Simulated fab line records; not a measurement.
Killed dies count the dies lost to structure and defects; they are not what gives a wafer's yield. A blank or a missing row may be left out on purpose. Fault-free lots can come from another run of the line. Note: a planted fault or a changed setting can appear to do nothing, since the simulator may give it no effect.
Struck lot and sound lot, side by side ; flow nand_harc ; 15 steps out of a route of 1159
Sound: the wafers L855.2, L855.5, L855.6. Wafers L849.3, L849.5, L849.6 were the ones struck. The cause comes at the end.
For every step that has rows: the tool of each side, followed by ch and its chambers, followed by its first start. Under that, the readings that differ: sound wafers ; struck wafers ; difference of the means ; sigmas: that difference in standard deviations of wafers without a fault.
alike: readings with means less than 2 such deviations apart, plus words and numbers identical on both sides. not compared: withheld readings, readings lacking a value on some wafer, bounds such as >300 that could conceal the same value, and numbers that have no deviation in the record and whose values overlap.
A row with sigmas, a row that says differs or no value, or rows on one side alone: a step with any of these is where the two part. Numbers that don't overlap but have no deviation are shown without sigmas and don't part them. A reading that every wafer of one side lacks parts them only if that side has two wafers or more.

NHARC_A_ZERO_WELL_DESCUM_12: chemistry O2, time 3 s.
  sound on rie_diel-02 ch 0,1,2, day 11 18:34; struck on rie_diel-06 ch 1,2,3, day 10 14:44
  alike: drypump_motor_current_A, oes_product_au, rf_vpp_V, showerhead_plenum_p_Torr, throttle_valve_pct
  not compared: rf_hours_counter_h
NHARC_A_ZERO_WELL_ETCH_19: etches the open film in N2/H2, target depth 80 nm, overetch 24 nm, time 87.88 s.
  sound on rie_diel-02 ch 1,2, day 11 18:38; struck on rie_diel-06 ch 0,1,2, day 10 14:50
  alike: drypump_motor_current_A, oes_product_au, rf_vpp_V, showerhead_plenum_p_Torr, throttle_valve_pct
  not compared: rf_hours_counter_h
NHARC_A_ZERO_WELL_ETCH_13: etches the open film in HBr/Cl2, target depth 120 nm, time 40.1 s.
  sound on rie_si-02 ch 0,1,3, day 11 18:46; struck on rie_si-03 ch 0,3, day 10 14:56
reading;sound;struck;difference;sigmas
oes_product_au (a.u.);0.989 0.987 0.993;1.011 1.004 1.006;+0.017;+2
throttle_valve_pct (%);26.423 26.421 26.417;26.397 26.401 26.400;-0.021;-2
  alike: drypump_motor_current_A
  not compared: rf_hours_counter_h
then, 4 steps without rows for these wafers: NHARC_A_ZERO_WELL_STRIP_14 (strips in SPM, time 900 s); NHARC_A_ZERO_WELL_IMPLANT_15; NHARC_A_ZERO_WELL_PRECLEAN_22 (cleans in SC1, time 60 s); NHARC_A_ZERO_WELL_SRD_23.
NHARC_A_ZERO_WELL_RTA_16: time 10 s.
  sound on rtp_anneal-01 ch 0, day 11 19:41; struck on rtp_anneal-01 ch 0, day 10 15:56
  alike: lamp_power_pct, wafer_temp_C_max
NHARC_A_ZERO_WELL_INSPECT_17:
  sound: defect_inspect-02 at day 11 19:52; struck: defect_inspect-01 at day 10 16:05
  alike: raw_defect_count
then, 2 steps without rows for these wafers: NHARC_A_SOURCE_PLATE_PRECLEAN_00 (cleans in HF-LAST, time 60 s); NHARC_A_SOURCE_PLATE_SRD_01.
NHARC_A_SOURCE_PLATE_OXIDE_02: material SiO2, target thk 10 nm, ox time 1362 s.
  sound on furnace-02 ch 0, day 11 21:42; struck on furnace-01 ch 0, day 11 01:20
reading;sound;struck;difference;sigmas
spike_tc_bottom_C (C);912.6 913.3 912.5;918.1 916.4 917.7;+4.6;+2
  alike: ox_temp_c, ox_time_s, zone_power_top_pct, zone_power_upper_pct
NHARC_A_SOURCE_PLATE_THK_MEAS_09: measures by ellipsometry.
  sound: film_metro-01 at day 12 01:46; struck: film_metro-02 at day 11 05:44
reading;sound;struck;difference;sigmas
thk_nm (nm);9.5 9.3 10.2;16.3 15.8 13.9;+5.7;+6
then, 2 steps without rows for these wafers: NHARC_A_SOURCE_PLATE_PVD_04 (deposits WSi2, target thk 50 nm); NHARC_END_SORT_01.

== WHERE THEY PART ==
Last at NHARC_A_SOURCE_PLATE_THK_MEAS_09 as far as this record goes, first at NHARC_A_ZERO_WELL_ETCH_13.

WHY: whatever the simulator had introduced
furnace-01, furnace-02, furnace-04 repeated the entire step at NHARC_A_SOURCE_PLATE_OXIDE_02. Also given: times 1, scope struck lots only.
